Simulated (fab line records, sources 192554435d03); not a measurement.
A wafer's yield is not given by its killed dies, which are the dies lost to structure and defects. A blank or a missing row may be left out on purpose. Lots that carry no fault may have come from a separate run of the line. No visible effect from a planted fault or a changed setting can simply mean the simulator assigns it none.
Problem report in the 8D (eight disciplines) form, filled by code + flow n5_finfet + the parts of the form that need people (team, actions taken, sign-off) are left out

## 1. WHAT WENT WRONG
rf_fwd_power_W at N5_PASSIVATION_ETCH_54 reads a mean of 806.2 W on 6 wafers of 2 lots; wafers without a fault read 649.5 W with a standard deviation of 1.9. That is +82 standard deviations from the usual mean.
The step: etches SiO2 in CHF3/O2, target depth 880 nm, time 440 s.
First seen on wafer L746.2, day 16 21:01, on rie_diel-03. The record has a number at this step for 18 wafers belonging to 6 lots. Rule for "out", or "out of limits": more than 4 standard deviations from the usual mean. All remaining wafers that have a number are taken as sound.

## 2. WHAT THIS IS AND IS NOT
| question                    | is                       | is not                                                                                |
|-----------------------------|--------------------------|---------------------------------------------------------------------------------------|
| which readings at this step | rf_fwd_power_W, rf_vpp_V | drypump_motor_current_A, oes_product_au, showerhead_plenum_p_Torr, throttle_valve_pct |
| which lots                  | L746, L747               | L734, L735, L749, L750                                                                |
| which wafers of those lots  | all that have a number   | -                                                                                     |
| read on which tools         | rie_diel-03              | rie_diel-01                                                                           |
| when                        | from day 16 21:01        | up to then (6 sound wafers); but 6 sound wafers of L749, L750 came after              |

## 3. THE SUSPECTS, EACH WITH WHAT RULES IT OUT
Counting: a tool at a process step up to the reading stays a suspect if it ran every lot that is out and no sound lot after the first of them.
- rie_diel-03 at N5_PASSIVATION_DESCUM_46 (chemistry O2, time 7.9 s): kept. It ran every lot that is out, first L746 (day 16 20:45), and no sound lot after that; its last sound lot up to then is L734 (day 14 03:24).
- rie_diel-03 at N5_PASSIVATION_PASS_ETCH_47 (etches SiNx in CF4/O2, target depth 770 nm, time 385 s): kept. It ran every lot that is out, first L746 (day 16 20:47), and no sound lot after that; its last sound lot up to then is L734 (day 14 03:32).
- rie_diel-03 at N5_PASSIVATION_ETCH_54 (etches SiO2 in CHF3/O2, target depth 880 nm, time 440 s): kept. It ran every lot that is out, first L746 (day 16 21:01), and no sound lot after that; its last sound lot up to then is L734 (day 14 03:47). Its own rf_fwd_power_W, rf_vpp_V readings are out on those wafers.
rie_diel-03 at N5_PASSIVATION_DESCUM_46, rie_diel-03 at N5_PASSIVATION_PASS_ETCH_47 and rie_diel-03 at N5_PASSIVATION_ETCH_54 are what is left after counting.

## 4. THE CAUSE (what the simulator had put in)
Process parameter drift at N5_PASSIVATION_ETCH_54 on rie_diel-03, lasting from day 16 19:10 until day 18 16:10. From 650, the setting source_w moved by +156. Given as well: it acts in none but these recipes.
Counting leaves 3 suspects; this tool is one of them.

## 5. SEQUENCE OF EFFECTS, ordered by route
Each row: a reading whose mean over the struck wafers that have a number lies more than 3 standard deviations from the usual. Scope: only readings with a usual standard deviation given in the record; hours: median across lots of the time from each lot's start at the first step in this table that gives one to its start at this step; sigmas: change in usual standard deviations.
| hours | step                   | reading        | usual     | on struck wafers | change | sigmas |
|-------|------------------------|----------------|-----------|------------------|--------|--------|
| 0     | N5_PASSIVATION_ETCH_54 | oes_f_703_au   | 0.83 a.u. | 1.04             | +0.21  | +3.9   |
| 0     | N5_PASSIVATION_ETCH_54 | rf_fwd_power_W | 649.5 W   | 806.2            | +156.7 | +82    |
| 0     | N5_PASSIVATION_ETCH_54 | rf_vpp_V       | 524 V     | 468              | -56    | -10    |
The process steps in it:
- N5_PASSIVATION_ETCH_54: etches SiO2 in CHF3/O2, target depth 880 nm, time 440 s.

## 6. WHAT WOULD HAVE CAUGHT IT SOONER
2 hours passed between the start of the fault at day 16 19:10 and the first reading out of limits in this record, taken at day 16 21:01.
